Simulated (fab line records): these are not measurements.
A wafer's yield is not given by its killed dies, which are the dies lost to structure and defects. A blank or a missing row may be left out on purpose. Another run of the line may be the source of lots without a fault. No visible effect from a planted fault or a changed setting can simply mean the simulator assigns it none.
fab line records -- flow nand_harc
record lots=12, wafers=36, last_day=34
route steps=1302 shown P_CONTACT@219 P_M0@264
lots that met no fault: taken from a fault-free run of the same line
start_h: hours from the record's opening day to when the first of the lot's shown wafers began -- wait_h: time in hours since the lot's previous step -- " same as the row above -- L1.1+2: one row covering several wafers at once -- - value missing, or start not given -- * or withheld: withheld -- < > ~ a bound
route shown NAME@n: a module of which the file shows steps, and the number in the route of the first -- usual: mean/standard deviation of fault-free wafers -- same: alike in all rows -- chamber/n: place in a boat -- sites: the reading at each site -- _std_site: the values' standard deviation -- _edge_site: outer sites' mean less inner sites' -- radius_mm: for every site, how far away it sits from the centre of the wafer -- mask NAME#n: copy n -- behind: tool/chamber where the wafer was last shaped -- hold: the reason the lot was held/the length of the hold in hours/how it ended -- device: which transistor (n, p or np) failed to switch -- end of line: the route-end tests of the same wafers -- where a step has no rows: the recipe by itself -- killed: the dies lost at the first sort to structure and to defects; this is not the yield of the wafer -- map: shows each die of a wafer: x if killed, . if not, _ if none is there
set.NAME: the run value of the setting; set.NAME@STEP: its run value at that earlier step -- model.NAME: the simulator's own value behind a step, which no gauge read
steps of the route over a sample of lots; a table a step, a row a wafer
services: when a tool's chamber went out of use (start_h, in hours from the record's first day, below 0 if earlier), for how many hours, and the reason
## steps
# step NHARC_P_CONTACT_CMP_01
# recipe target_thk_nm=200, material=SiO2
# usual motor_current_A=11.9/0.96
lot.wafer,tool,chamber,start_h,wait_h,motor_current_A
L790.3,cmp-03,2,117.69,-,11.8
L790.2,cmp-03,3,117.69,-,11.5
L790.6,cmp-03,3,117.69,-,12.4
L791.1,cmp-02,0,127.41,-,12.8
L791.4,cmp-02,1,127.41,-,11.1
L791.6,cmp-02,3,127.41,-,11.0
L792.1,cmp-04,2,135.47,-,13.5
L792.6,cmp-04,2,135.47,-,13.3
L792.5,cmp-04,3,135.47,-,11.5
L793.1,cmp-02,3,144.29,-,11.6
L793.6,cmp-02,1,144.29,-,11.1
L793.5,cmp-02,2,144.29,-,12.0
L795.3,cmp-03,1,160.90,-,11.3
L795.2,cmp-03,3,160.90,-,11.4
L795.6,cmp-03,0,160.90,-,11.0
L794.2,cmp-02,3,161.41,-,10.8
L794.5,cmp-02,3,161.41,-,10.7
L794.6,cmp-02,0,161.41,-,13.5
L796.2,cmp-02,3,176.36,0.5,10.8
L796.1,cmp-02,0,176.36,0.5,13.5
L796.6,cmp-02,2,176.36,0.5,11.9
L797.1,cmp-02,3,188.88,-,10.8
L797.3,cmp-02,1,188.88,-,11.6
L797.5,cmp-02,2,188.88,-,11.8
L798.3,cmp-02,1,200.22,-,10.9
L798.2,cmp-02,2,200.22,-,11.9
L798.6,cmp-02,1,200.22,-,11.3
L804.1,cmp-04,2,264.34,-,13.9
L804.5,cmp-04,0,264.34,-,13.0
L804.6,cmp-04,1,264.34,-,13.0
L812.3,cmp-02,3,334.83,-,11.6
L812.2,cmp-02,1,334.83,-,11.1
L812.6,cmp-02,3,334.83,-,10.7
L813.3,cmp-02,3,353.11,-,10.6
L813.5,cmp-02,2,353.11,-,12.0
L813.6,cmp-02,3,353.11,-,10.8
# step NHARC_P_CONTACT_ALD_22
# recipe target_thk_a=30, pulse_time_s=1, ald_cycles=150, temp_c=450, material=TiN
# usual ald_cycles=150/0, heater_power_w=1078/110, precursor_pulse_height_rel=0.998/0.02
lot.wafer,tool,chamber,start_h,wait_h,ald_cycles,heater_power_w,precursor_pulse_height_rel
L790.2,ald_metal-02,1,120.45,-,150,973,0.994
L790.3,ald_metal-02,2,120.45,-,150,1192,1.019
L790.6,ald_metal-02,0,120.45,-,150,1121,0.970
L791.1,ald_metal-01,3,130.28,-,150,1161,1.017
L791.6,ald_metal-01,2,130.28,-,150,1067,1.022
L791.4,ald_metal-01,3,130.28,-,150,1162,0.992
L792.1,ald_metal-04,3,138.37,-,150,1122,1.019
L792.6,ald_metal-04,0,138.37,-,150,1139,1.006
L792.5,ald_metal-04,1,138.37,-,150,998,1.015
L793.1,ald_metal-01,3,147.21,-,150,1142,0.979
L793.6,ald_metal-01,3,147.21,-,150,1129,0.983
L793.5,ald_metal-01,0,147.21,-,150,1239,0.999
L795.3,ald_metal-02,3,163.76,-,150,845,1.013
L795.2,ald_metal-02,0,163.76,-,150,1101,1.018
L795.6,ald_metal-02,3,163.76,-,150,838,0.980
L794.2,ald_metal-04,1,164.38,-,150,1033,0.982
L794.5,ald_metal-04,2,164.38,-,150,987,1.016
L794.6,ald_metal-04,3,164.38,-,150,1154,1.062
L796.1,ald_metal-04,3,179.10,-,150,1123,0.997
L796.2,ald_metal-04,1,179.10,-,150,995,1.031
L796.6,ald_metal-04,0,179.10,-,150,1138,1.011
L797.1,ald_metal-01,0,191.75,-,150,1301,0.992
L797.3,ald_metal-01,1,191.75,-,150,1074,0.969
L797.5,ald_metal-01,0,191.75,-,150,1286,0.963
L798.3,ald_metal-01,3,203.10,-,150,1158,0.956
L798.2,ald_metal-01,0,203.10,-,150,1289,0.979
L798.6,ald_metal-01,1,203.10,-,150,1084,1.032
L804.1,ald_metal-02,0,267.00,-,72,1132,1.013
L804.5,ald_metal-02,0,267.00,-,72,1140,1.006
L804.6,ald_metal-02,1,267.00,-,150,980,0.982
L812.2,ald_metal-04,1,347.69,-,150,1068,0.978
L812.3,ald_metal-04,3,347.69,-,150,1110,0.982
L812.6,ald_metal-04,1,347.69,-,150,1071,0.974
L813.3,ald_metal-04,2,355.99,-,150,1065,1.012
L813.6,ald_metal-04,3,355.99,-,150,1139,0.986
L813.5,ald_metal-04,0,355.99,-,150,1059,1.012
# step NHARC_P_CONTACT_INSPECT_27
# usual raw_defect_count=301/140
lot.wafer,tool,chamber,start_h,wait_h,raw_defect_count
L790.2,defect_inspect-01,-,121.66,0.1,368
L790.3,defect_inspect-01,-,121.66,0.1,162
L790.6,defect_inspect-01,-,121.66,0.1,322
L791.1,defect_inspect-01,-,131.55,0.1,322
L791.4,defect_inspect-01,-,131.55,0.1,321
L791.6,defect_inspect-01,-,131.55,0.1,234
L792.1,defect_inspect-02,-,139.56,0.1,265
L792.5,defect_inspect-02,-,139.56,0.1,421
L792.6,defect_inspect-02,-,139.56,0.1,287
L793.1,defect_inspect-01,-,148.50,0.1,455
L793.5,defect_inspect-01,-,148.50,0.1,194
L793.6,defect_inspect-01,-,148.50,0.1,405
L795.2,defect_inspect-01,-,165.00,0.1,315
L795.3,defect_inspect-01,-,165.00,0.1,182
L795.6,defect_inspect-01,-,165.00,0.1,154
L794.2,defect_inspect-02,-,165.59,0.1,567
L794.5,defect_inspect-02,-,165.59,0.1,379
L794.6,defect_inspect-02,-,165.59,0.1,436
L796.1,defect_inspect-02,-,180.36,0.1,350
L796.2,defect_inspect-02,-,180.36,0.1,441
L796.6,defect_inspect-02,-,180.36,0.1,658
L797.1,defect_inspect-01,-,192.98,0.1,158
L797.3,defect_inspect-01,-,192.98,0.1,182
L797.5,defect_inspect-01,-,192.98,0.1,181
L798.2,defect_inspect-02,-,204.32,0.1,331
L798.3,defect_inspect-02,-,204.32,0.1,262
L798.6,defect_inspect-02,-,204.32,0.1,275
L804.1,defect_inspect-02,-,268.25,0.1,189
L804.5,defect_inspect-02,-,268.25,0.1,213
L804.6,defect_inspect-02,-,268.25,0.1,462
L812.2,defect_inspect-02,-,348.94,0.1,319
L812.3,defect_inspect-02,-,348.94,0.1,403
L812.6,defect_inspect-02,-,348.94,0.1,460
L813.3,defect_inspect-01,-,357.19,0.1,201
L813.5,defect_inspect-01,-,357.19,0.1,176
L813.6,defect_inspect-01,-,357.19,0.1,315
# step NHARC_P_M0_OVL_MEAS_10
# recipe pitch_nm=180
# usual overlay_x_nm=-0.1/0.59, overlay_y_nm=0.4/0.97
lot.wafer,tool,chamber,start_h,wait_h,overlay_x_nm,overlay_y_nm
L790.2,overlay-01,-,122.53,-,0.5,1.4
L790.3,overlay-01,-,122.53,-,0.5,1.6
L790.6,overlay-01,-,122.53,-,0.6,1.3
L791.1,overlay-02,-,132.68,-,-0.5,0.4
L791.4,overlay-02,-,132.68,-,-0.7,-0.2
L791.6,overlay-02,-,132.68,-,-0.5,-0.1
L792.1,overlay-01,-,140.45,-,-0.6,2.2
L792.5,overlay-01,-,140.45,-,-0.5,1.5
L792.6,overlay-01,-,140.45,-,-0.3,1.8
L793.1,overlay-02,-,149.50,-,-0.1,1.0
L793.5,overlay-02,-,149.50,-,0.0,0.9
L793.6,overlay-02,-,149.50,-,0.3,1.1
L795.2,overlay-01,-,165.86,-,0.3,0.3
L795.3,overlay-01,-,165.86,-,0.3,0.3
L795.6,overlay-01,-,165.86,-,0.3,0.7
L794.2,overlay-02,-,166.57,-,-1.1,-0.3
L794.5,overlay-02,-,166.57,-,-0.6,-0.9
L794.6,overlay-02,-,166.57,-,-0.8,-0.6
L796.1,overlay-02,-,181.23,-,0.6,-2.0
L796.2,overlay-02,-,181.23,-,1.0,-1.1
L796.6,overlay-02,-,181.23,-,0.9,-1.6
L797.1,overlay-02,-,193.97,-,-0.4,0.8
L797.3,overlay-02,-,193.97,-,0.2,0.5
L797.5,overlay-02,-,193.97,-,-0.5,0.5
L798.2,overlay-01,-,205.31,-,0.0,0.5
L798.3,overlay-01,-,205.31,-,0.1,0.7
L798.6,overlay-01,-,205.31,-,-0.3,0.6
L804.6,overlay-02,-,269.12,-,-0.8,0.0
L812.2,overlay-01,-,349.93,-,-0.3,0.8
L812.3,overlay-01,-,349.93,-,-0.5,1.0
L812.6,overlay-01,-,349.93,-,-0.3,1.3
L813.3,overlay-01,-,358.17,-,-0.6,1.9
L813.5,overlay-01,-,358.17,-,-1.2,2.1
L813.6,overlay-01,-,358.17,-,-1.5,1.9
## services
tool,chamber,start_h,hours,kind
cmp-03,-,101.57,1.8,repair
ald_metal-01,1,117.52,30.2,repair
ald_metal-04,-,118.00,10.0,pm
cmp-04,-,125.00,4.0,pm
cmp-02,-,134.50,4.0,pm
cmp-02,-,148.82,0.8,repair
cmp-04,-,151.22,1.4,repair
cmp-03,-,153.00,0.5,repair
cmp-03,-,166.98,4.0,pm
ald_metal-01,-,170.00,10.0,pm
cmp-03,-,176.82,2.5,repair
ald_metal-02,2,211.03,8.9,repair
cmp-03,-,216.90,0.2,repair
cmp-02,-,232.50,4.0,pm
ald_metal-02,-,254.00,10.0,pm
cmp-02,-,294.63,2.3,repair
ald_metal-04,-,296.00,10.0,pm
ald_metal-02,-,299.48,1.7,repair
cmp-02,-,304.92,3.6,repair
ald_metal-02,1,326.12,33.2,repair
cmp-02,-,330.50,4.0,pm
ald_metal-04,3,330.69,10.8,repair
ald_metal-01,3,341.19,24.1,repair
ald_metal-01,-,348.00,10.0,pm
## key
first_sign step=NHARC_P_CONTACT_ALD_22, reading=ald_cycles, direction=down, sigmas=99+, usual=150, struck=72
effect none on later readings
met_at NHARC_P_CONTACT_ALD_22
struck_lots L804
struck_wafers L804.1,L804.5
later_rows_left_out L804.1,L804.5
sort_left_out L804.1,L804.5
tester_left_out L804
not_acting_at NHARC_P_CONTACT_CMP_01,NHARC_P_CONTACT_INSPECT_27,NHARC_P_M0_OVL_MEAS_10
onset_between 163.76 267.00
fault kind=process_parameter_drift, tool=ald_metal-02, chamber=0, onset_h=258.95, steps=NHARC_P_CONTACT_ALD_22, channel=ald_cycles, offset=-78, shape=step, end_h=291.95, acts_in=these_recipes_only, stated=150
# tester_left_out: of these lots the tester's yield and bins aren't shown, on N5 and GAA mostly nor the transistor test; their killed dies are dies lost to structure and defects alone, not to doping, threshold or leakage, so they don't give the yield
# sort_left_out: the simulated sort isn't trusted on such a fault, so these wafers' sort isn't shown, and their yield isn't known
# later_rows_left_out: the simulator's readings of these wafers behind a module that went badly wrong aren't trusted and aren't shown, but for the sort
